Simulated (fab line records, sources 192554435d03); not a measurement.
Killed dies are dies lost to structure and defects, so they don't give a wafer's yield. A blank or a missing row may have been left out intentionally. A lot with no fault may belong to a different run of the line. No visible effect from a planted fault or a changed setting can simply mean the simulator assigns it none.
Lot-split experiment    flow n5-finfet    route with 1938 steps; 7 lots, 21 wafers read

## ON THE SPLIT
At N5_BEOL_M4_ETCH_70 (etches SOC in N2/H2, target depth 80 nm, overetch 24 nm, time 130 s), the setting bias-w was moved away from the recipe's 150 W on 6 of the 21 wafers read, by -9.4% to +13.2%. The other wafers ran this setting at the recipe's value.

The reading is taken at the split's own step.

## THE READING
rf-vpp-V, in V, at N5_BEOL_M4_ETCH_70 (etches SOC in N2/H2, target depth 80 nm, overetch 24 nm, time 130 s). Typical for fault-free wafers on this fab line: 525.7 V, with standard deviation 2.5 V.

wafer   tool, chamber at the split  bias-w as run, W  against the recipe  rf-vpp-V, V  against lot-mates on the recipe
L075.1  rie-diel-01, 2              150               recipe              527.2        -
L075.3  rie-diel-01, 0              150               recipe              526.8        -
L075.4  rie-diel-01, 2              150               recipe              527.1        -
L081.1  rie-diel-03, 3              150               recipe              521.6        -
L081.2  rie-diel-03, 0              150               recipe              525.5        -
L081.6  rie-diel-03, 0              135.9             -9.4%               492.8        -30.7
L086.3  rie-diel-03, 1              150               recipe              528.4        -
L086.5  rie-diel-03, 3              150               recipe              521.1        -
L086.6  rie-diel-03, 0              169.8             +13.2%              569.2        +44.5
L090.1  rie-diel-03, 3              150               recipe              521.1        -
L090.3  rie-diel-03, 1              159.4             +6.3%               546.2        +22.6
L090.6  rie-diel-03, 1              150               recipe              526.1        -
L094.1  rie-diel-06, 3              141.4             -5.7%               509.2        no lot-mate on the recipe
L094.3  rie-diel-06, 2              141.4             -5.7%               502.0        no lot-mate on the recipe
L094.5  rie-diel-06, 1              141.4             -5.7%               506.5        no lot-mate on the recipe
L095.1  rie-diel-03, 2              150               recipe              524.8        -
L095.2  rie-diel-03, 3              150               recipe              520.5        -
L095.4  rie-diel-03, 1              150               recipe              524.2        -
L097.3  rie-diel-06, 2              150               recipe              521.6        -
L097.4  rie-diel-06, 2              150               recipe              524.0        -
L097.6  rie-diel-06, 0              150               recipe              525.8        -

FIT RESULTS
A straight line over all 21 wafers: rf-vpp-V changes by +3.36 V for each +1% of bias-w; r = +0.99; the points scatter about the line by 2.6 V.
The same after taking each lot's own level away (the mean of its wafers on the recipe; 18 wafers): +3.37 V for each +1%; r = +0.99; scatter 2.1 V.
The reading moves by 44 V for the largest change in bias-w, on that fit.
Measured against the standard deviation above, the lots' own levels, which go from 523.17 to 527.03 V, span 1.5 times it.
Hence the lot-to-lot level has little effect on the slope; both slopes agree.
Check: for one of the wafers moved furthest among these (+13.2%), held out of the fit, the line's prediction against its lot-mates is +44.7 V. It came out at +44.5 V against them.
Tool readings at the split's step, against how far the setting was moved: rf-vpp-V r = +0.99.

## THE OTHER SPLITS THESE WAFERS WENT THROUGH
These wafers also went through other splits before the reading. Each is held against what the fit with the lots' levels taken away leaves over:
other split on the same wafers     wafers away from the commonest value  r with rf-vpp-V (lot level and that fit taken away)
N5_BEOL_M3_COAT_62 spin-rpm        10                                    -0.12
N5_BEOL_M3_ETCH_41 target-depth-a  13                                    -0.10
N5_BEOL_M4_ILD_DEP_00 time-s       8                                     -0.20
N5_BEOL_M4_EXPOSE_08 dose-mj       6                                     -0.06

## FILE'S OWN FIT
rf-vpp-V changes by +3.37 V for each +1% of bias-w, r = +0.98.
